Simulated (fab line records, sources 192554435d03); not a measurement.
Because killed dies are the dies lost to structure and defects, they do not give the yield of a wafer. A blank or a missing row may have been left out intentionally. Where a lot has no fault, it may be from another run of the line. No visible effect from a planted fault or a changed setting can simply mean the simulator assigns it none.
Split-lot study + flow n5Finfet + on a route of 1938 steps: 7 lots, 21 wafers read

THE SPLIT
At N5_BEOL_M2_ILD_DEP_00 (deposits SiOC from DEMS/O2, target thk 79 nm, time 15.3 s), the setting timeS was moved away from the recipe's 15.3 s on 11 of the 21 wafers read, by -12.5% to +10.1%. All remaining wafers had this setting at the recipe value.

No step appears in the file between the split and the reading.

THE READING
M2_ILD_THK at N5_BEOL_M2_THK_MEAS_01, in nm. On this fab line, fault-free wafers typically give 78.8 nm with a standard deviation of 1.1 nm.

| wafer  | tool, chamber at the split | timeS as run, s | against the recipe | M2_ILD_THK, nm | against lot-mates on the recipe |
|--------|----------------------------|-----------------|--------------------|----------------|---------------------------------|
| L074.2 | pecvd-02, 1                | 14.29           | -6.6%              | 72.3           | -5.8                            |
| L074.3 | pecvd-02, 2                | 15.3            | recipe             | 77.5           | -                               |
| L074.4 | pecvd-02, 0                | 15.3            | recipe             | 78.6           | -                               |
| L075.4 | pecvd-02, 1                | 16.36           | +6.9%              | 84.0           | +3.5                            |
| L075.5 | pecvd-02, 2                | 15.3            | recipe             | 80.1           | -                               |
| L075.6 | pecvd-02, 0                | 15.3            | recipe             | 80.9           | -                               |
| L078.1 | pecvd-02, 1,2              | 14.7            | -3.9%              | 74.6           | -3.8                            |
| L078.2 | pecvd-02, 1,2              | 14.7            | -3.9%              | 74.6           | -3.8                            |
| L078.5 | pecvd-02, 2                | 15.3            | recipe             | 78.4           | -                               |
| L080.2 | pecvd-02, 2                | 16.85           | +10.1%             | 85.0           | +6.7                            |
| L080.5 | pecvd-02, 0                | 16.85           | +10.1%             | 86.8           | +8.5                            |
| L080.6 | pecvd-02, 2                | 15.3            | recipe             | 78.3           | -                               |
| L086.2 | pecvd-02, 0                | 15.3            | recipe             | 78.6           | -                               |
| L086.3 | pecvd-02, 0                | 15.3            | recipe             | 79.8           | -                               |
| L086.5 | pecvd-02, 1                | 15.3            | recipe             | 78.0           | -                               |
| L092.1 | pecvd-01, 0                | 15.3            | recipe             | 77.1           | -                               |
| L092.5 | pecvd-01, 0,2              | 13.38           | -12.5%             | 69.4           | -7.7                            |
| L092.6 | pecvd-01, 0,2              | 13.38           | -12.5%             | 69.5           | -7.6                            |
| L093.1 | pecvd-02, 0                | 15.99           | +4.5%              | 83.2           | no lot-mate on the recipe       |
| L093.2 | pecvd-02, 2                | 15.99           | +4.5%              | 82.4           | no lot-mate on the recipe       |
| L093.6 | pecvd-02, 0                | 15.99           | +4.5%              | 84.6           | no lot-mate on the recipe       |
Where a row lists several chambers, the file gives one row for several wafers and doesn't say which wafer went through which chamber.

FIT RESULTS
A straight line over all 21 wafers: M2_ILD_THK changes by +0.786 nm for each +1% of timeS; r = +0.97; the points scatter about the line by 1.2 nm.
The same after taking each lot's own level away (the mean of its wafers on the recipe; 18 wafers): +0.68 nm for each +1%; r = +0.98; scatter 0.88 nm.
Per that fit: largest timeS move, reading shift of 8.5 nm.
From 77.10 to 80.50 nm: that is the span of the lots' own levels, equal to 3.1 times the standard deviation above.
Thus the slope moves with the lot-to-lot level: the two fits are different.
Check: for one of the wafers moved furthest among these (-12.5%), held out of the fit, the line's prediction against its lot-mates is -8.97 nm. It came out at -7.7 nm against them.

OTHER SPLITS APPLIED TO THESE WAFERS
Other splits were also applied to these wafers ahead of the reading. Each is held against what the fit with the lots' levels taken away leaves over:
| other split on the same wafers   | wafers away from the commonest value | r with M2_ILD_THK (lot level and that fit taken away) |
|----------------------------------|--------------------------------------|-------------------------------------------------------|
| N5_BEOL_M0_SAQP_EXPOSE_37 doseMj | 5                                    | +0.03                                                 |
| N5_BEOL_M1_EXPOSE_25 doseMj      | 7                                    | -0.09                                                 |
| N5_BEOL_M1_ETCH_70 biasW         | 6                                    | -0.25                                                 |

THE WHOLE CHAIN: every reading that the file lists as answering this split, in the file's order
| step                   | what it does                                              | reading                                                                           | change (the file's fit)               | r (the file's) |
|------------------------|-----------------------------------------------------------|-----------------------------------------------------------------------------------|---------------------------------------|----------------|
| N5_BEOL_M2_ILD_DEP_00  | deposits SiOC from DEMS/O2, target thk 79 nm, time 15.3 s | SiOC_of_BEOL_M2_ILD_DEP_00.thkNm (the simulator's own value, which no gauge read) | +0.685 nm for each +1% of the setting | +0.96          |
| N5_BEOL_M2_THK_MEAS_01 |                                                           | M2_ILD_THK                                                                        | +0.68 for each +1% of the setting     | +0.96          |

FILE'S OWN FIT
M2_ILD_THK changes by +0.68 nm for each +1% of timeS, r = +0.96.
